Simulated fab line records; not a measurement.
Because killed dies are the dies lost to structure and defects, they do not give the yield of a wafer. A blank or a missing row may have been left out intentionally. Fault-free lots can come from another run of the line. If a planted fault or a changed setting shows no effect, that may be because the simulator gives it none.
A struck lot beside a sound one	flow n5 finfet	36 steps out of a route of 1938
Sound: these wafers, L374.1, L374.2, L374.5. Wafers struck: L392.3, L392.4, L392.6. The cause comes at the end.
At each step with rows: each side's tool, then ch and its chambers, then its first start. Under that, the readings that differ: sound wafers	struck wafers	difference of the means	sigmas: that difference in standard deviations of wafers without a fault.
alike: readings with means less than 2 such deviations apart, plus words and numbers identical on both sides. not compared: withheld readings, readings lacking a value on some wafer, bounds such as >300 that could conceal the same value, and numbers that have no deviation in the record and whose values overlap.
Wherever a step has rows on one side only, a row that says differs or no value, or a row with sigmas, the two part there. When numbers do not overlap yet have no deviation, they are printed without sigmas and do not part them. A reading that every wafer of one side lacks parts them only if that side has two wafers or more.

first, 9 steps without rows for these wafers: N5_BEOL_M4_ANNEAL_95 (time 240 s); N5_BEOL_M4_SPUTTER_96 (material Cu, target thk 4.5 nm, time 8.29 s); N5_BEOL_M4_ECD_50 (material Cu, target thk 300 nm); N5_BEOL_M4_ANNEAL_51 (time 90 s); N5_BEOL_M4_CMP_52 (polishes, stops on SiOC, t overpolish 6.8 s, target thk 40 nm); N5_BEOL_M4_PRE_CLEAN_60 (time 15 s); N5_BEOL_M4_CO_CAP_55 (material Co, precursor CCTBA/H2, target thk 2 nm, time 102.1 s); N5_BEOL_M4_PRE_CLEAN_56 (time 15 s); N5_BEOL_M4_DEP_57 (deposits SiCN from 3MS/NH3, target thk 8 nm, time 14 s).
N5_BEOL_M4_RC_MEAS_101:
  sound on prober-02 ch 0, day 8 01:24; struck on prober-01 ch 0, day 14 00:52
reading	sound	struck	difference	sigmas
ION_N (uA/um)	658 655 645	684 675 674	+25	+2
  alike: DIBL_N, DIBL_P, IOFF_N, IOFF_P, ION_P, SS_N, SS_P, VT_N, VT_P
then, 24 steps without rows for these wafers: N5_BEOL_M5_ILD_DEP_00 (deposits SiCOH lowk from DEMS/porogen, target thk 140.64 nm, time 25.9 s); N5_BEOL_M5_CURE_79 (cures SiCOH lowk, time 240 s); N5_BEOL_M5_PECVD_70 (deposits SiO2 from TEOS/O2, target thk 16 nm, time 18 s); N5_BEOL_M5_HM_DEP_02 (deposits TiN, target thk 20 nm); N5_BEOL_M5_COAT_59 (time 60 s, resist thk 60 nm); N5_BEOL_M5_COAT_60 (time 60 s, resist thk 12 nm); N5_BEOL_M5_COAT_71 (time 60 s, resist thk 5 nm); N5_BEOL_M5_COAT_05 (resist thk 30 nm); N5_BEOL_M5_EBR_07; N5_BEOL_M5_SOFTBAKE_06 (time 60 s); N5_BEOL_M5_EXPOSE_08 (exposes mask M5, target cd 28 nm); N5_BEOL_M5_PEB_09 (peb time 60 s); N5_BEOL_M5_DEVELOP_10 (develop time 30 s); N5_BEOL_M5_DESCUM_16 (chemistry O2, time 7 s); N5_BEOL_M5_ETCH_72 (etches underlayer in N2/H2, target depth 6.5 nm, time 5.2 s); N5_BEOL_M5_ETCH_61 (etches SiARC in CF4, target depth 15.6 nm, time 26 s); N5_BEOL_M5_ETCH_62 (etches SOC in N2/H2, target depth 75 nm, overetch 15 nm, time 112.5 s); N5_BEOL_M5_STRIP_63 (strips in N2/H2); N5_BEOL_M5_STRIP_73 (strips in N2/H2); N5_BEOL_M5_STRIP_64 (strips in CF4); N5_BEOL_M5_HM_OPEN_17 (chemistry Cl2/BCl3, target TiN, target depth 20 nm, overetch 6 nm); N5_BEOL_M5_STRIP_19 (strips in O2); N5_BEOL_M5_COAT_65 (time 60 s, resist thk 60 nm); N5_BEOL_M5_COAT_66 (time 60 s, resist thk 12 nm).
-- a jump in the record: the struck wafers' starts before and after are 5 days apart (it breaks off in module BEOL_M5 and resumes in module MIM_TOP, where the first step shown is number 1838 of the route) --
N5_MIM_TOP_SPUTTER_03: material TiN, target thk 35 nm, time 89.7 s.
  sound on pvd sputter-01, day 11 17:58; struck on pvd sputter-01, day 18 14:34
  no value came back on the struck wafers for cathode dc power W (W), chamber pressure pa (Pa), throttle valve pct (%); on the sound wafers cathode dc power W (W) reads 2999.8 2999.4 2999.9
N5_PASSIVATION_PROBE_49:
  rows exist in the record for the struck wafers here (prober-02, day 19 01:34), but not for the sound ones

== WHERE THEY PART ==
At N5_BEOL_M4_RC_MEAS_101 first; at N5_PASSIVATION_PROBE_49 last (within this record only).

WHY: whatever the simulator had introduced
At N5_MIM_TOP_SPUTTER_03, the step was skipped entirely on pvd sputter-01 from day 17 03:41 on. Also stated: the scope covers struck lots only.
